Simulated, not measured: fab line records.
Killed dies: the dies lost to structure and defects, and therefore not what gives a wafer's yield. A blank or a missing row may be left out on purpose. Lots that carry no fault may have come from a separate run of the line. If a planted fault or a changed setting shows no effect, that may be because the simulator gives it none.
One fault through the eyes of 2 desks -- flow nandHarc -- each desk holds nothing but its own numbers, with what lay behind them at the end

AT THE METROLOGY DESK
Means of the sampled wafers that have a number, per lot and without regard to the tool the lot ran on: this is what the gauges read. Marked OUT: a lot whose mean sits more than 4 standard deviations from the usual mean, which makes it out of limits; the brackets give that distance.
Columns: A = cdNm at NHARC_P_GATE_CD_MEAS_26, usual 120.0 nm; B = overlayXNm at NHARC_P_GATE_OVL_MEAS_27, usual 0.2 nm; C = overlayYNm at NHARC_P_GATE_OVL_MEAS_27, usual 0.2 nm
lot,first seen here,A,B,C
L323,day 4 22:23,120.7,-0.8,0.8
L324,day 5 12:23,118.8,0.5,-0.1
L325,day 5 20:29,120.7,0.6,0.1
L327,day 6 16:15,121.1,0.6,0.4
L329,day 7 11:25,121.0,-0.0,1.3
L330,day 8 02:31,120.0,-1.2,0.1
L331,day 9 01:20,119.8,-0.8,-0.4
L332,day 9 11:44,119.2,-1.1,1.0
L334,day 9 20:46,119.2,2.0,-0.4
L335,day 9 20:55,119.9,-0.9,0.0
L339,day 11 23:25,120.2,0.2,0.2
L340,day 12 03:22,119.7,0.0,0.4
L341,day 12 09:08,120.5,1.5,1.7
L345,day 14 12:16,119.5,1.4,0.5
L346,day 14 15:40,120.4,1.0,-1.6
This desk's verdict: no lot among the 15 shows anything out of limits.

TOOL OWNER'S DESK, lithoTrack-06
At NHARC_P_GATE_SOFTBAKE_21 (time 55 s), the tool's own readings, given per lot that ran on this tool as the mean of the sampled wafers with a number. Marked OUT: a lot whose mean sits more than 4 standard deviations from the usual mean, which makes it out of limits; the brackets give that distance.
Columns: A = chillPlateTempC at NHARC_P_GATE_SOFTBAKE_21, usual 23.00 C; B = heaterPowerTotalW at NHARC_P_GATE_SOFTBAKE_21, usual 188.47 W
lot,first seen here,A,B
L323,day 4 22:00,22.97,188.38
L324,day 5 11:00,23.08,188.49
L325,day 5 20:00,22.96,188.38
L327,day 6 15:00,23.03,188.52
L332,day 9 11:00,22.98,188.51
L335,day 9 20:00,23.05,188.43
L339,day 11 23:00,22.93,195.48 (+47) OUT
L340,day 12 02:00,22.96,195.56 (+47) OUT
L341,day 12 08:00,23.03,195.30 (+46) OUT
This desk finds L339, L340, L341 out of limits, L339 being first, at day 11 23:00 (heaterPowerTotalW at NHARC_P_GATE_SOFTBAKE_21). L323, L324, L325, L327, L332, L335 stayed within limits.

TAKEN TOGETHER
The tool owner's desk could have raised an alarm at day 11 23:00, on L339, L340, L341.
Metrology desk: nothing out of limits seen.
The metrology desk has L339, L340, L341 on record, within its limits.
The lots listed all ran NHARC_P_GATE_SOFTBAKE_21 on lithoTrack-06.

WHAT THE SIMULATOR HAD INSERTED
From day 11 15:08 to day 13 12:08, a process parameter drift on lithoTrack-06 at NHARC_P_GATE_SOFTBAKE_21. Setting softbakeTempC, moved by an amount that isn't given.
Lots struck among those shown: L339, L340, L341.
Time in hours from fault onset to the first out-of-limits reading at each desk: the tool owner's desk, 8.
